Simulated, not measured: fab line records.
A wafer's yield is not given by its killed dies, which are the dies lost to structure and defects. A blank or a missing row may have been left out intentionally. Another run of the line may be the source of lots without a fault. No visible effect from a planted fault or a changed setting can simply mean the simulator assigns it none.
fab line records    flow nandHarc
record lots=6  wafers=18  lastDay=24
route steps=1159 shown A_CONTACT@879 END@1159
lots that met no fault: from a run of the same line without faults
startH: start of the lot's first displayed wafer, in hours after the record's first day    waitH: hours from the lot's prior step to this one    " same as the row above    L1.1+2: one row covering several wafers at once    - value missing, or start not given    * or withheld: withheld    < > ~ a bound
route shown NAME@n: a module of which the file shows steps, and the number in the route of the first    usual: the fault-free wafers' mean and standard deviation    same: alike in all rows    chamber/n: place in a boat    sites: readings site by site    _std_site: how widely they spread, as a standard deviation    _edge_site: inner sites' mean taken away from outer sites' mean    radiusMm: how far each site lies from the wafer's centre    mask NAME#n: copy n    behind: the tool/chamber that last shaped the wafer    hold: why the lot went on hold/how many hours it stayed there/how the hold came to an end    device: which transistor (n, p or np) failed to switch    end of line: the tests these same wafers got at the end of their route    a step without rows: its recipe alone    killed: dies lost to structure and defects at the first sort, not the wafer's yield    map: per-die view of a wafer (x killed, . not killed, _ where there is no die)
set.NAME: the setting the step ran with; set.NAME@STEP: the setting that earlier step ran with    model.NAME: the simulator's own value behind a step, which no gauge read
lots at selected steps of the route; one table per step, one row per wafer
services: from which hour (startH, from the record's first day; less than 0 if before it) a tool's chamber was out of use, for how many hours, and why
## steps
# step NHARC_A_CONTACT_STRIP_100
# recipe cf4FlowSccm=100  chf3FlowSccm=30  arFlowSccm=0  biasW=0  chemistry=CF4/CHF3
# step NHARC_A_CONTACT_STRIP_101
# recipe o2FlowSccm=400  cosFlowSccm=20  arFlowSccm=0  biasW=0  chemistry=O2/COS
# step NHARC_A_CONTACT_ETCH_102
# recipe targetDepthA=700  overetchA=70  timeS=38.5  ionEnergyEv=100  cf4FlowSccm=80  o2FlowSccm=20  arFlowSccm=0  rfW=300  biasW=100  chemistry=CF4/O2
# usual drypumpMotorCurrentA=5.7/0.48  oesProductAu=1.000/0.011  rfVppV=198.1/1.6  showerheadPlenumPTorr=1.34/0.06  throttleValvePct=13.396/0.0082
lot.wafer  tool        chamber  startH  waitH  drypumpMotorCurrentA  oesProductAu  rfHoursCounterH  rfVppV  showerheadPlenumPTorr  throttleValvePct
L865.3     rieDiel-01  1        383.94  0.1    5.6                   1.002         22               198.1   1.33                   13.396
L865.2     "           2        "       "      5.5                   0.979         21               197.0   1.31                   13.407
L865.6     "           3        "       "      5.0                   0.995         -                198.6   1.36                   13.391
L862.1     rieDiel-01  1        384.49  0.1    5.6                   1.017         22               197.4   1.33                   13.397
L862.2     "           0        "       "      6.0                   0.994         22               198.8   1.43                   13.399
L862.6     "           1        "       "      5.6                   1.002         -                198.3   1.33                   13.388
L866.4     rieDiel-07  3        400.14  0.1    6.8                   1.008         32               198.8   1.40                   13.384
L866.2     "           0        "       "      5.7                   0.989         32               197.0   1.26                   13.390
L866.1     "           2        "       "      5.5                   1.009         33               197.9   1.29                   13.409
L873.4     rieDiel-07  2        455.85  0.1    5.5                   1.017         7                197.0   1.29                   13.410
L873.5     "           3        "       "      6.8                   1.004         -                199.4   1.39                   13.380
L873.6     "           0        "       "      5.7                   1.007         -                196.5   1.26                   13.399
L878.1     rieDiel-08  0        465.96  0.1    5.6                   1.007         62               197.8   1.35                   13.396
L878.3     "           1        "       "      5.2                   1.013         66               197.3   1.29                   13.393
L878.6     "           1        "       "      5.2                   1.007         -                197.4   1.29                   13.395
L883.2     rieDiel-08  1        514.17  0.1    5.2                   0.996         11               198.8   1.29                   13.386
L883.3     "           3        "       "      6.0                   0.995         13               199.6   1.36                   13.409
L883.5     "           2        "       "      5.6                   0.999         -                200.0   1.43                   13.406
# step NHARC_A_CONTACT_STRIP_55
# recipe o2FlowSccm=500  arFlowSccm=0  biasW=0  chemistry=O2
# usual drypumpMotorCurrentA=5.7/0.5  oesProductAu=1.000/0.012  rfVppV=57.9/0.88  showerheadPlenumPTorr=3.55/0.15  throttleValvePct=17.038/0.0085
lot.wafer  tool        chamber  startH  waitH  drypumpMotorCurrentA  oesProductAu  rfHoursCounterH  rfVppV  showerheadPlenumPTorr  throttleValvePct
L865.2     rieDiel-01  0        -       -      6.0                   0.978         22               57.1    3.76                   17.042
L865.3     "           1        "       "      5.6                   1.009         22               56.5    3.52                   17.030
L865.6     "           1        "       "      5.6                   1.009         -                57.7    3.52                   17.027
L862.1     rieDiel-01  0        -       -      6.0                   0.990         22               58.2    3.76                   17.029
L862.2     "           1        "       "      5.6                   1.007         22               56.8    3.52                   17.044
L862.6     "           3        "       "      5.1                   1.005         -                57.8    3.59                   17.026
L866.4     rieDiel-07  1        -       -      5.4                   1.005         31               57.5    3.72                   17.047
L866.1     "           2        "       "      5.5                   1.005         33               57.3    3.41                   17.036
L866.2     "           3        "       "      6.9                   1.009         32               58.3    3.68                   17.039
L873.4     rieDiel-07  1        -       -      5.4                   0.976         6                57.6    3.72                   17.027
L873.6     "           2        "       "      5.5                   1.018         -                57.6    3.41                   17.051
L873.5     "           3        "       "      6.8                   1.012         -                58.8    3.68                   17.034
L878.3     rieDiel-08  3        -       -      6.0                   1.001         62               58.7    3.60                   17.041
L878.1     "           2        "       "      5.6                   0.992         65               58.1    3.77                   17.030
L878.6     "           3        "       "      6.0                   0.995         -                58.1    3.60                   17.034
L883.2     rieDiel-08  0        -       -      5.6                   0.975         11               58.3    3.55                   17.026
L883.3     "           2        "       "      5.6                   0.987         14               58.4    3.76                   17.028
L883.5     "           0        "       "      5.6                   0.981         -                58.8    3.55                   17.036
# step NHARC_A_CONTACT_STRIP_56
# recipe timeS=600  tempC=30  chemistry=postEtchResidueRemover
# step NHARC_A_CONTACT_DEP_57
# recipe targetThkA=28000  tempC=400  material=aC
# usual throttleValvePct=34.999/0.0097
lot.wafer  tool       chamber  startH  waitH  throttleValvePct
L865.2     aclDep-02  0        384.89  -      35.004
L865.3     "          0        "       "      34.995
L865.6     "          0        "       "      35.007
L862.1     aclDep-03  0        386.24  -      35.003
L862.2     "          0        "       "      34.981
L862.6     "          0        387.65  -      35.009
L866.1     aclDep-03  0        401.61  -      34.991
L866.2     "          0        "       "      34.999
L866.4     "          0        "       "      34.999
L873.4     aclDep-03  0        457.34  -      35.007
L873.5     "          0        "       "      35.007
L873.6     "          0        "       "      35.000
L878.1     aclDep-01  0        469.90  -      34.997
L878.3     "          0        "       "      34.991
L878.6     "          0        "       "      35.018
L883.2     aclDep-01  0        516.19  -      35.010
L883.3     "          0        "       "      34.998
L883.5     "          0        "       "      35.007
# step NHARC_A_CONTACT_DEP_58
# recipe targetThkA=600  targetThkNm=60  tempC=400  pressureTorr=3.5  flowSccm=200  rfW=350  material=SiON
# usual heaterPowerW=770/96  showerheadVppV=1133/44
lot.wafer  tool      chamber  startH  waitH  heaterPowerW  showerheadVppV
L865.2     pecvd-02  2        386.49  1.3    916           1081
L865.3     "         1        "       "      752           1191
L865.6     "         0        "       "      733           1154
L862.1     pecvd-02  0        387.98  1.5    735           1171
L862.2     "         1        "       "      758           1199
L862.6     "         1        "       "      758           1212
L866.2     pecvd-02  2        403.35  1.2    918           1073
L866.1     "         1        "       "      634           1188
L866.4     "         0        "       "      699           1169
L873.5     pecvd-04  0        458.34  0.4    556           1144
L873.4     "         1        "       "      946           1114
L873.6     "         2        "       "      794           1126
L878.1     pecvd-03  0        471.64  1.4    825           1087
L878.3     "         2        "       "      740           1075
L878.6     "         0        "       "      808           1070
L883.2     pecvd-03  1        517.64  1.2    708           1142
L883.3     "         0        "       "      901           1071
L883.5     "         2        "       "      713           1070
# step NHARC_A_CONTACT_DEHYDRATE_59
# recipe tempC=150  timeS=120
# step NHARC_A_CONTACT_HMDS_60
# recipe timeS=30
# step NHARC_A_CONTACT_COAT_61
# recipe tempC=260  timeS=75
# step NHARC_A_CONTACT_COAT_62
# recipe tempC=225  timeS=65
# step NHARC_A_CONTACT_COAT_63
# recipe spinRpm=1500  resistThkNm=90
# step NHARC_A_CONTACT_SOFTBAKE_64
# recipe tempC=105  timeS=55
# usual heaterPowerTotalW=188.43/0.13
lot.wafer  tool           chamber  startH  waitH  heaterPowerTotalW
L865.2     lithoTrack-01  0        386     -      188.76
L865.3     "              0        "       "      188.49
L865.6     "              0        "       "      188.49
L862.1     lithoTrack-01  0        388     -      196.28
L862.2     "              0        "       "      196.56
L862.6     "              0        "       "      196.35
L866.1     lithoTrack-01  0        403     -      196.31
L866.2     "              0        "       "      196.77
L866.4     "              0        "       "      196.29
L873.4     lithoTrack-06  0        458     -      188.31
L873.5     "              0        "       "      188.31
L873.6     "              0        "       "      188.44
L878.1     lithoTrack-04  0        471     -      188.47
L878.3     "              0        "       "      188.51
L878.6     "              0        "       "      188.78
L883.2     lithoTrack-01  0        517     -      188.49
L883.3     "              0        "       "      188.29
L883.5     "              0        "       "      188.53
# step NHARC_A_CONTACT_EBR_65
# step NHARC_END_SORT_01
# recipe tempC=25
# usual killedAtArray=28/11  killedAtOther=0.6/0.85  killedAtPeriphery=2.8/2.3  killedDies=31/11  killedOpen=3.1/1.6  killedShort=2.0/1.4
# same grossDies=677
lot.wafer  tool       chamber  startH  waitH  killedAtArray  killedAtOther  killedAtPeriphery  killedDies  killedOpen  killedShort
L865.2     prober-01  0        452.31  2.8    28             1              0                  29          3           3
L865.3     prober-01  0        453.11  3.1    24             2              2                  28          1           1
L865.6     prober-01  0        455.50  4.0    20             0              4                  24          3           3
L866.1     prober-02  0        468.03  2.5    7              0              4                  11          2           2
L866.2     prober-02  0        468.83  2.8    15             2              2                  19          4           2
L866.4     prober-02  0        470.42  3.4    15             1              2                  18          4           2
L873.4     prober-02  0        525.72  3.4    32             0              2                  34          0           2
L873.5     prober-02  0        526.52  3.7    34             0              3                  37          4           2
L873.6     prober-02  0        527.32  4.0    39             0              2                  41          2           3
# killed by level:class
L865.2 A_SLIT:chamberFilmFlake=10 A_BONDPAD:chamberFilmFlake=4 A_WL_FILL:chamberFilmFlake=3 A_WL_FILL:geometricParticle:short=2 A_CHANNEL_HOLE_D1:chamberFilmFlake=2 A_STAIRCASE:chamberFilmFlake=2 A_CHANNEL_FILL_D1:geometricParticle:open=1 A_CHANNEL_FILL_D1:geometricParticle:short=1
L865.3 A_SLIT:chamberFilmFlake=12 A_CHANNEL_HOLE_D1:chamberFilmFlake=3 A_CONTACT:chamberFilmFlake=2 A_BONDPAD:chamberFilmFlake=2 THIN_TSV:chamberFilmFlake=2 A_CHANNEL_HOLE_D1:geometricParticle:short=1 A_BLC:geometricParticle:open=1 P_ZERO_WELL:chamberFilmFlake=1
L865.6 A_SLIT:chamberFilmFlake=9 A_BONDPAD:chamberFilmFlake=3 A_WL_FILL:geometricParticle:short=2 P_GATE:geometricParticle:open=1 P_CONTACT:geometricParticle:short=1 A_ONON_D1:geometricParticle:open=1 A_WL_FILL:geometricParticle:open=1 P_ZERO_WELL:chamberFilmFlake=1
L866.1 A_CONTACT:chamberFilmFlake=3 P_STI:chamberFilmFlake=1 P_CONTACT:geometricParticle:short=1 P_M0:geometricParticle:open=1 A_CONTACT:geometricParticle:open=1 A_M0:geometricParticle:short=1 P_GATE:chamberFilmFlake=1 A_CHANNEL_HOLE_D1:chamberFilmFlake=1
L866.2 A_CHANNEL_HOLE_D1:chamberFilmFlake=4 A_CONTACT:chamberFilmFlake=3 P_M0:geometricParticle:open=2 A_STAIRCASE:chamberFilmFlake=2 THIN_TSV:chamberFilmFlake=2 A_ONON_D1:geometricParticle:short=1 A_CONTACT:geometricParticle:open=1 A_BLC:geometricParticle:open=1
L866.4 A_CONTACT:chamberFilmFlake=4 A_CHANNEL_HOLE_D1:chamberFilmFlake=3 A_STAIRCASE:chamberFilmFlake=2 A_WL_FILL:chamberFilmFlake=2 P_M1:geometricParticle:open=1 A_CHANNEL_FILL_D1:geometricParticle:open=1 A_STAIRCASE:geometricParticle:open=1 A_CONTACT:geometricParticle:open=1
L873.4 A_CHANNEL_HOLE_D1:chamberFilmFlake=16 A_SLIT:chamberFilmFlake=9 A_STAIRCASE:chamberFilmFlake=4 A_ONON_D1:geometricParticle:short=2 P_ZERO_WELL:chamberFilmFlake=1 P_BONDPAD:chamberFilmFlake=1 A_M1:chamberFilmFlake=1
L873.5 A_CHANNEL_HOLE_D1:chamberFilmFlake=13 A_SLIT:chamberFilmFlake=13 A_CONTACT:chamberFilmFlake=2 P_M1:geometricParticle:short=1 P_M2:geometricParticle:open=1 A_ONON_D1:geometricParticle:short=1 A_SGD_CUT:geometricParticle:open=1 A_WL_FILL:geometricParticle:open=1
L873.6 A_SLIT:chamberFilmFlake=17 A_CHANNEL_HOLE_D1:chamberFilmFlake=16 P_CONTACT:geometricParticle:short=1 A_SOURCE_PLATE:geometricParticle:short=1 A_CHANNEL_FILL_D1:geometricParticle:short=1 A_CONTACT:geometricParticle:open=1 A_M1:geometricParticle:open=1 P_ZERO_WELL:chamberFilmFlake=1
## services
tool           chamber  startH  hours  kind
rieDiel-01     0        373.39  -      clean
rieDiel-01     1        373.39  -      clean
rieDiel-01     2        373.39  -      clean
rieDiel-01     3        373.39  -      clean
pecvd-04       -        376.00  13.0   pm
rieDiel-07     3        381.67  14.3   repair
rieDiel-07     0        384.37  -      clean
aclDep-03      -        404.42  13.0   pm
rieDiel-07     -        405.20  9.0    pm
pecvd-02       -        405.67  0.5    repair
pecvd-03       0        425.95  13.7   repair
lithoTrack-01  -        443.00  7.0    pm
pecvd-03       -        464.41  2.5    repair
lithoTrack-06  -        467.00  7.0    pm
pecvd-03       -        473.55  13.0   pm
aclDep-01      -        476.03  13.0   pm
rieDiel-08     -        478.86  9.0    pm
lithoTrack-04  -        491.00  7.0    pm
rieDiel-01     -        492.38  9.0    pm
pecvd-04       0        497.82  17.5   repair
pecvd-03       -        499.83  0.5    repair
rieDiel-08     -        507.67  1.1    repair
rieDiel-08     1        509.02  4.3    repair
pecvd-02       -        515.01  13.0   pm
## key
firstSign step=NHARC_A_CONTACT_SOFTBAKE_64  reading=heaterPowerTotalW  direction=up  sigmas=62  usual=*  struck=*
effect none on later readings
metAt NHARC_A_CONTACT_SOFTBAKE_64
struckWafers L862.1,L862.2,L862.6,L866.1,L866.2,L866.4
testerLeftOut L862,L866
onsetBetween 386 388
fault kind=processParameterDrift  tool=lithoTrack-01  chamber=-  onsetH=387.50  steps=NHARC_A_CONTACT_SOFTBAKE_64  channel=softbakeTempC  offset=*  shape=step  endH=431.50  actsIn=*  stated=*
# testerLeftOut: of these lots the tester's yield and bins aren't shown, on N5 and GAA mostly nor the transistor test; their killed dies are dies lost to structure and defects alone, not to doping, threshold or leakage, so they don't give the yield
